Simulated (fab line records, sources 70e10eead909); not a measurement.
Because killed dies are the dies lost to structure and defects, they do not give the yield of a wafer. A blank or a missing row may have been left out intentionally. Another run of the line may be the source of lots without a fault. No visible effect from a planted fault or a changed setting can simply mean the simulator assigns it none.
Chamber matching / flow nand_harc / pecvd-02 running NHARC_A_CHANNEL_HOLE_D1_DEP_01: 3 sister chambers
The step deposits SiON, target thk 140 nm. 6 wafers are shown with their chamber, then 7 later ones without.

EACH WAFER AND ITS CHAMBER
wafer=L075.6; chamber=1; heater_power_w (W)=572; rf_fwd_power_W (W)=348.8
wafer=L080.2; chamber=1; heater_power_w (W)=666; rf_fwd_power_W (W)=348.5
wafer=L084.2; chamber=2; heater_power_w (W)=862; rf_fwd_power_W (W)=348.8
wafer=L084.5; chamber=0; heater_power_w (W)=707; rf_fwd_power_W (W)=347.4
wafer=L088.2; chamber=2; heater_power_w (W)=830; rf_fwd_power_W (W)=348.1
wafer=L088.3; chamber=0; heater_power_w (W)=709; rf_fwd_power_W (W)=349.0

WAFERS WITHOUT THEIR CHAMBER
wafer=L088.6; heater_power_w (W)=739; rf_fwd_power_W (W)=350.8
wafer=L091.1; heater_power_w (W)=855; rf_fwd_power_W (W)=345.7
wafer=L091.5; heater_power_w (W)=829; rf_fwd_power_W (W)=349.5
wafer=L091.6; heater_power_w (W)=716; rf_fwd_power_W (W)=349.5
wafer=L093.1; heater_power_w (W)=674; rf_fwd_power_W (W)=349.1
wafer=L093.2; heater_power_w (W)=872; rf_fwd_power_W (W)=348.9
wafer=L093.5; heater_power_w (W)=862; rf_fwd_power_W (W)=348.8

WHICH CHAMBER EACH WENT THROUGH
wafer=L088.6; from the rows above=can't be placed: 0 or 2 or 1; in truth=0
wafer=L091.1; from the rows above=can't be placed: 2 or 0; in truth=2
wafer=L091.5; from the rows above=can't be placed: 2 or 0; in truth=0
wafer=L091.6; from the rows above=can't be placed: 0 or 1 or 2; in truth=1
wafer=L093.1; from the rows above=can't be placed: 1 or 0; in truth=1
wafer=L093.2; from the rows above=2; in truth=2
wafer=L093.5; from the rows above=2; in truth=2
Correct placement for 2 of the 7. Cannot be placed on the basis of these rows: 5; the candidates contain the true chamber in 5. 0 placed wrongly.
How it was worked out, from the rows above alone: a wafer's distance from a chamber is the root of the sum, over the readings, of the square of ((its reading less the chamber's mean) divided by the reading's scatter). The wafer belongs to the nearest chamber; if the next one is less than 2 further off, it can't be placed. A chamber's mean is the mean of its shown wafers. The scatter: the root of (the sum of the squares of (reading less its chamber's mean) over the shown wafers, divided by (wafers less chambers)).
